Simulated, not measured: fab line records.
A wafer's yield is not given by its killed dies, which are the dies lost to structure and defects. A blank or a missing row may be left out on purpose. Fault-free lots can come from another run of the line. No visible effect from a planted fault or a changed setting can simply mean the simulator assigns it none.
Which tool is to blame?	flow nand-harc	72 wafers from 24 lots sampled at 4 of the route's 1302 steps

WHAT THE GAUGES READ, wafer by wafer
NHARC_A_CONTACT_CD_MEAS_53.
lot	measured	on	cd-nm (nm)
L074	day 21 12:29	cd-sem-01	290.2 290.4 289.5
L076	day 22 04:04	cd-sem-03	289.1 289.7 289.5
L075	day 22 04:29	cd-sem-02	288.3 288.0 288.6
L078	day 22 13:09	cd-sem-02	290.5 291.0 290.2
L077	day 22 20:20	cd-sem-02	290.4 291.5 290.3
L079	day 22 21:22	cd-sem-01	289.7 290.2 290.4
L081	day 23 13:53	cd-sem-03	289.2 289.2 288.8
L080	day 23 18:13	cd-sem-03	288.2 289.0 288.8
L083	day 24 18:17	cd-sem-01	290.7 290.0 291.1
L082	day 24 23:04	cd-sem-01	288.4 289.2 289.6
L085	day 25 15:26	cd-sem-02	288.8 289.1 288.9
L084	day 25 16:41	cd-sem-01	290.7 290.9 290.4
L087	day 26 15:43	cd-sem-02	289.7 289.7 290.3
L086	day 26 17:49	cd-sem-03	289.4 289.1 289.7
L088	day 27 14:00	cd-sem-01	289.6 290.2 290.7
L091	day 27 19:52	cd-sem-02	289.7 290.1 289.6
L090	day 27 21:55	cd-sem-02	289.7 288.8 288.7
L089	day 27 22:29	cd-sem-03	290.8 290.7 290.4
L092	day 28 19:59	cd-sem-01	289.5 289.9 289.4
L093	day 29 20:28	cd-sem-03	290.3 288.9 289.6
L095	day 29 20:44	cd-sem-01	290.4 290.2 290.3
L094	day 29 23:42	cd-sem-03	289.2 288.6 289.0
L096	day 30 15:44	cd-sem-01	288.5 288.8 289.4
L097	day 31 15:39	cd-sem-01	289.0 289.7 289.2

NHARC_A_CONTACT_INSPECT_71.
lot	measured	on	raw-defect-count
L074	day 21 21:06	defect-inspect-01	158 149 151
L076	day 22 09:11	defect-inspect-02	109 119 108
L075	day 22 09:30	defect-inspect-01	96 87 95
L078	day 22 18:22	defect-inspect-02	116 110 132
L077	day 23 03:44	defect-inspect-01	20 12 26
L079	day 23 04:10	defect-inspect-01	97 110 101
L081	day 23 19:01	defect-inspect-01	84 90 84
L080	day 24 00:42	defect-inspect-01	64 72 67
L083	day 24 23:45	defect-inspect-01	75 88 73
L082	day 25 04:10	defect-inspect-01	120 77 107
L085	day 25 21:25	defect-inspect-02	143 129 120
L084	day 25 21:46	defect-inspect-02	16 10 15
L087	day 27 02:49	defect-inspect-02	43 35 41
L086	day 27 04:36	defect-inspect-02	77 83 61
L088	day 27 21:35	defect-inspect-01	94 105 109
L091	day 28 02:01	defect-inspect-01	30 33 29
L090	day 28 03:20	defect-inspect-02	126 145 145
L089	day 28 05:07	defect-inspect-02	73 88 72
L092	day 29 00:59	defect-inspect-01	92 132 124
L093	day 30 02:10	defect-inspect-02	72 72 66
L095	day 30 03:11	defect-inspect-01	99 86 89
L094	day 30 08:21	defect-inspect-02	114 134 112
L096	day 30 20:44	defect-inspect-02	104 90 112
L097	day 32 02:47	defect-inspect-02	95 87 90

WHICH TOOL RAN EACH LOT (tool, then ch and the chambers of the sampled wafers, then the start)
lot	NHARC_A_CONTACT_ETCH_120	NHARC_A_CONTACT_ETCH_123
L074	har-cap-etch-03 ch 0,1, day 21 10:52	har-cap-etch-03 ch 0,1, day 21 11:33
L076	har-cap-etch-03 ch 0,1, day 22 02:21	har-cap-etch-03 ch 0,1, day 22 02:52
L075	har-cap-etch-02 ch 0,1, day 22 02:45	har-cap-etch-02 ch 0,1, day 22 03:16
L078	har-cap-etch-03 ch 1, day 22 11:28	har-cap-etch-03 ch 1, day 22 12:02
L077	har-cap-etch-03 ch 0,1, day 22 18:40	har-cap-etch-03 ch 0,1, day 22 19:13
L079	har-cap-etch-01 ch 0,1, day 22 19:18	har-cap-etch-01 ch 0,1, day 22 19:59
L081	har-cap-etch-01 ch 0,1, day 23 12:03	har-cap-etch-01 ch 0,1, day 23 12:37
L080	har-cap-etch-03 ch 0,1, day 23 16:11	har-cap-etch-03 ch 0,1, day 23 16:58
L083	har-cap-etch-01 ch 0,1, day 24 16:35	har-cap-etch-01 ch 0,1, day 24 17:06
L082	har-cap-etch-03 ch 0,1, day 24 21:23	har-cap-etch-03 ch 0,1, day 24 21:57
L085	har-cap-etch-02 ch 0,1, day 25 13:47	har-cap-etch-02 ch 0,1, day 25 14:25
L084	har-cap-etch-01 ch 0,1, day 25 14:56	har-cap-etch-01 ch 0,1, day 25 15:26
L087	har-cap-etch-01 ch 0,1, day 26 13:59	har-cap-etch-01 ch 0,1, day 26 14:29
L086	har-cap-etch-02 ch 0,1, day 26 16:08	har-cap-etch-02 ch 0,1, day 26 16:43
L088	har-cap-etch-02 ch 0,1, day 27 12:21	har-cap-etch-02 ch 0,1, day 27 12:58
L091	har-cap-etch-02 ch 0,1, day 27 18:10	har-cap-etch-02 ch 0,1, day 27 18:40
L090	har-cap-etch-01 ch 0,1, day 27 20:13	har-cap-etch-01 ch 0,1, day 27 20:44
L089	har-cap-etch-03 ch 0,1, day 27 20:47	har-cap-etch-03 ch 0,1, day 27 21:17
L092	har-cap-etch-02 ch 0,1, day 28 17:58	har-cap-etch-02 ch 0,1, day 28 18:43
L093	har-cap-etch-02 ch 0,1, day 29 18:48	har-cap-etch-02 ch 0,1, day 29 19:22
L095	har-cap-etch-01 ch 0,1, day 29 19:02	har-cap-etch-01 ch 0,1, day 29 19:37
L094	har-cap-etch-03 ch 1, day 29 22:00	har-cap-etch-03 ch 1, day 29 22:31
L096	har-cap-etch-03 ch 0,1, day 30 14:02	har-cap-etch-03 ch 0,1, day 30 14:34
L097	har-cap-etch-02 ch 0,1, day 31 13:56	har-cap-etch-02 ch 0,1, day 31 14:27
- NHARC_A_CONTACT_ETCH_120: etches the open film in C4F8/O2/Ar, time 190 s, target depth 1850 nm.
- NHARC_A_CONTACT_ETCH_123: etches the open film in C4F8/O2/Ar, time 490 s, target depth 2110 nm.

WHAT THE TOOLS THEMSELVES READ (means of the sampled wafers that have a number; where no wafer has one, the mark that the record gives instead)
The record holds no such reading with a usual standard deviation.

THE ANSWER, worked out from the rows above alone
Rule: what is usual is taken from the lots themselves. The widest of any qualifying gaps counts: lots, ordered by their means at a reading, are off when they make up no more than a third of the lots, leave a main group of 4 or more, and stand apart from it by 3 or more times the standard deviation of that group's means. The tables above print the reading to a certain number of digits; a main group whose means all agree to those digits is not used. A lot without any number at a reading at which 4 lots or more have one is off too. Any other lot the step has rows for is counted as sound. After the gauges, taken in route order, come the tools' own readings; for these a lot's mean is taken, as printed above. The first step at which some lot is off is used, and at that step the reading that is off furthest; a lot without a number counts as furthest.
Across all readings shown, no lot is off: no conclusion can be drawn from this.

WHAT THE SIMULATOR PUT IN
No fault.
